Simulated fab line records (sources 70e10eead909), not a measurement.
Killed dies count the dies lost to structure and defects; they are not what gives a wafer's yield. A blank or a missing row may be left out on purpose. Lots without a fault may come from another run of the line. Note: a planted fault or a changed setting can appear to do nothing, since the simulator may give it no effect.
Chamber matching | flow nand harc | NHARC_P_BONDPAD_STRIP_15 on rie diel-06: 4 sister chambers
The step strips in O2. 42 wafers are shown with their chamber, then 12 later ones without.

WAFERS PAIRED WITH THEIR CHAMBERS
wafer  | chamber | showerhead plenum p Torr (Torr) | drypump motor current A (A) | oes product au (a.u.)
L074.3 | 2       | 3.51                            | 6.0                         | 1.006
L074.4 | 0       | 3.57                            | 6.4                         | 1.008
L074.5 | 0       | 3.57                            | 6.4                         | 1.009
L075.3 | 1       | 3.67                            | 5.4                         | 1.014
L075.4 | 3       | 3.67                            | 6.3                         | 1.007
L075.5 | 1       | 3.67                            | 5.3                         | 0.997
L076.1 | 0       | 3.57                            | 6.4                         | 1.006
L076.3 | 3       | 3.67                            | 6.3                         | 1.005
L076.4 | 1       | 3.67                            | 5.4                         | 1.004
L078.1 | 3       | 3.67                            | 6.3                         | 1.001
L078.2 | 2       | 3.51                            | 6.0                         | 1.015
L078.4 | 2       | 3.51                            | 6.0                         | 0.994
L080.2 | 3       | 3.67                            | 6.4                         | 0.995
L080.3 | 1       | 3.66                            | 5.3                         | 1.014
L080.5 | 1       | 3.66                            | 5.4                         | 1.023
L079.2 | 1       | 3.66                            | 5.4                         | 1.012
L079.4 | 2       | 3.51                            | 6.0                         | 1.012
L079.5 | 3       | 3.67                            | 6.3                         | 1.004
L081.4 | 0       | 3.57                            | 6.4                         | 1.010
L081.5 | 3       | 3.67                            | 6.3                         | 0.999
L081.6 | 2       | 3.51                            | 6.0                         | 0.991
L082.3 | 1       | 3.66                            | 5.4                         | 1.009
L082.5 | 0       | 3.57                            | 6.4                         | 1.010
L082.6 | 3       | 3.67                            | 6.3                         | 1.013
L084.2 | 3       | 3.67                            | 6.4                         | 1.011
L084.4 | 1       | 3.66                            | 5.4                         | 1.008
L084.6 | 0       | 3.57                            | 6.4                         | 1.003
L087.2 | 1       | 3.66                            | 5.4                         | 1.021
L087.4 | 0       | 3.57                            | 6.4                         | 1.016
L087.6 | 0       | 3.57                            | 6.5                         | 1.011
L085.2 | 2       | 3.51                            | 6.0                         | 1.003
L085.4 | 3       | 3.67                            | 6.3                         | 1.003
L085.6 | 1       | 3.66                            | 5.3                         | 1.012
L089.2 | 1       | 3.66                            | 5.3                         | 1.009
L089.4 | 3       | 3.67                            | 6.3                         | 1.014
L089.5 | 1       | 3.66                            | 5.4                         | 1.007
L088.1 | 1       | 3.66                            | 5.3                         | 1.017
L088.2 | 3       | 3.67                            | 6.3                         | 0.992
L088.5 | 1       | 3.66                            | 5.4                         | 1.014
L090.2 | 1       | 3.66                            | 5.4                         | 1.024
L090.5 | 3       | 3.67                            | 6.4                         | 1.004
L090.6 | 2       | 3.51                            | 6.0                         | 1.008

SIGNATURES, as means of the wafers listed above
reading                  | chamber 0 | chamber 1 | chamber 2 | chamber 3 | scatter within a chamber
showerhead plenum p Torr | 3.5700    | 3.6620    | 3.5100    | 3.6700    | 0.00251
drypump motor current A  | 6.413     | 5.367     | 6.000     | 6.325     | 0.0412
oes product au           | 1.00913   | 1.01233   | 1.00414   | 1.00400   | 0.00689
Rule: distance of a wafer from a chamber = root of the sum over the readings of ((wafer's reading minus chamber's mean) / reading's scatter) squared. The wafer belongs to the nearest chamber; if the next one is less than 2 further off, it can't be placed. How the scatter is found: for the shown wafers, subtract from each reading the mean of its chamber, square and add these, divide the total by (wafers less chambers), then take the root.

WAFERS WITH NO CHAMBER GIVEN
wafer  | showerhead plenum p Torr (Torr) | drypump motor current A (A) | oes product au (a.u.)
L092.1 | 3.57                            | 6.4                         | 1.020
L092.3 | 3.66                            | 5.4                         | 1.026
L092.4 | 3.67                            | 6.3                         | 0.994
L091.2 | 3.57                            | 6.4                         | 1.014
L091.3 | 3.66                            | 5.3                         | 1.017
L091.6 | 3.67                            | 6.3                         | 1.001
L097.2 | 3.66                            | 5.4                         | 1.000
L097.4 | 3.67                            | 6.3                         | 0.995
L097.6 | 3.56                            | 6.4                         | 1.002
L096.2 | 3.51                            | 6.0                         | 1.013
L096.3 | 3.56                            | 6.4                         | 1.027
L096.6 | 3.66                            | 6.3                         | 1.004

WHICH CHAMBER EACH ONE RAN IN
wafer  | from the rows above | in truth
L092.1 | 0                   | 0
L092.3 | 1                   | 1
L092.4 | 3                   | 3
L091.2 | 0                   | 0
L091.3 | 1                   | 1
L091.6 | 3                   | 3
L097.2 | 1                   | 1
L097.4 | 3                   | 3
L097.6 | 0                   | 0
L096.2 | 2                   | 2
L096.3 | 0                   | 0
L096.6 | 3                   | 3
12 of 12 placed correctly. Can't be placed from these rows: 0. Placed wrongly: 0.
